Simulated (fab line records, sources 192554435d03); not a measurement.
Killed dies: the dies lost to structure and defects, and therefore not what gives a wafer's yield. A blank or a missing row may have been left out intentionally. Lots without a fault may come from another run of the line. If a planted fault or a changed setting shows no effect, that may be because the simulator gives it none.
Lot-split experiment | flow n5-finfet | 21 wafers read across 7 lots, on a route 1938 steps long

## THE SPLIT ITSELF
At N5_MIM_BOT_ETCH_ETCH_04 (etches SiNx in CF4/O2, target depth 26 nm, time 13 s), the setting source-w was moved away from the recipe's 535 W on 6 of the 21 wafers read, by -16.1% to +9.0%. This setting was run at the recipe's value on the other wafers.

The split's own step is where the reading is taken.

## THE READING
rf-vpp-V, in V, at N5_MIM_BOT_ETCH_ETCH_04 (etches SiNx in CF4/O2, target depth 26 nm, time 13 s). Fault-free wafers of this fab line usually give 240 V, standard deviation 4.5 V.

wafer  | tool, chamber at the split | source-w as run, W | against the recipe | rf-vpp-V, V | against lot-mates on the recipe
L075.2 | rie-diel-04, 3             | 535                | recipe             | 238         | -
L075.4 | rie-diel-04, 3             | 535                | recipe             | 238         | -
L075.6 | rie-diel-04, 1             | 583.2              | +9.0%              | 227         | -11
L078.1 | rie-diel-04, 2             | 535                | recipe             | 234         | -
L078.4 | rie-diel-04, 0             | 535                | recipe             | 239         | -
L078.6 | rie-diel-04, 2             | 535                | recipe             | 236         | -
L082.2 | rie-diel-04, 1             | 472                | -11.8%             | 253         | +16
L082.3 | rie-diel-04, 0             | 535                | recipe             | 237         | -
L082.6 | rie-diel-04, 3             | 535                | recipe             | 238         | -
L084.1 | rie-diel-03, 3             | 535                | recipe             | 247         | -
L084.2 | rie-diel-03, 2             | 535                | recipe             | 246         | -
L084.3 | rie-diel-03, 0             | 535                | recipe             | 238         | -
L087.4 | rie-diel-04, 0             | 535                | recipe             | 239         | -
L087.5 | rie-diel-04, 0             | 535                | recipe             | 237         | -
L087.6 | rie-diel-04, 1             | 535                | recipe             | 237         | -
L093.2 | rie-diel-04, 3             | 449                | -16.1%             | 261         | +21
L093.4 | rie-diel-04, 0             | 449                | -16.1%             | 261         | +21
L093.5 | rie-diel-04, 0             | 535                | recipe             | 240         | -
L096.1 | rie-diel-06, 1             | 535                | recipe             | 242         | -
L096.4 | rie-diel-06, 2             | 571.8              | +6.9%              | 233         | -9
L096.5 | rie-diel-06, 0             | 571.8              | +6.9%              | 235         | -7

FIT RESULTS
A straight line over all 21 wafers: rf-vpp-V changes by -1.25 V for each +1% of source-w; r = -0.93; the points scatter about the line by 3.3 V.
The same after taking each lot's own level away (the mean of its wafers on the recipe; 21 wafers): -1.28 V for each +1%; r = -0.98; scatter 1.9 V.
The reading moves by 21 V for the largest change in source-w, on that fit.
Across the lots, their own levels run from 236.3 to 243.7 V, a range of 1.6 times the standard deviation given above.
Hence the lot-to-lot level has little effect on the slope; both slopes agree.
Check: with one of the wafers moved furthest among these (-16.1%) left out of the fit, the line predicts +20.6 V for it against its lot-mates. Against them it came out at +21 V.
Tool readings at the split's step, against how far the setting was moved: rf-vpp-V r = -0.93.

## THE OTHER SPLITS THESE WAFERS WENT THROUGH
Before the reading, these wafers also passed through other splits. Each is held against what the fit with the lots' levels taken away leaves over:
other split on the same wafers        | wafers away from the commonest value | r with rf-vpp-V (lot level and that fit taken away)
N5_BEOL_M11_COAT_05 spin-rpm          | 5                                    | -0.01
N5_BEOL_M11_VIA_ETCH_34 time-s        | 7                                    | +0.17
N5_BEOL_M11_ETCH_41 time-s            | 5                                    | -0.02
N5_BEOL_M14_ETCH_59 time-s            | 7                                    | +0.19
N5_BEOL_M15_EXPOSE_25 dose-mj         | 8                                    | -0.01
N5_BEOL_M15_DEVELOP_27 develop-time-s | 6                                    | +0.00

## THE FILE'S OWN FIT
rf-vpp-V changes by -1.29 V for each +1% of source-w, r = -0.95.
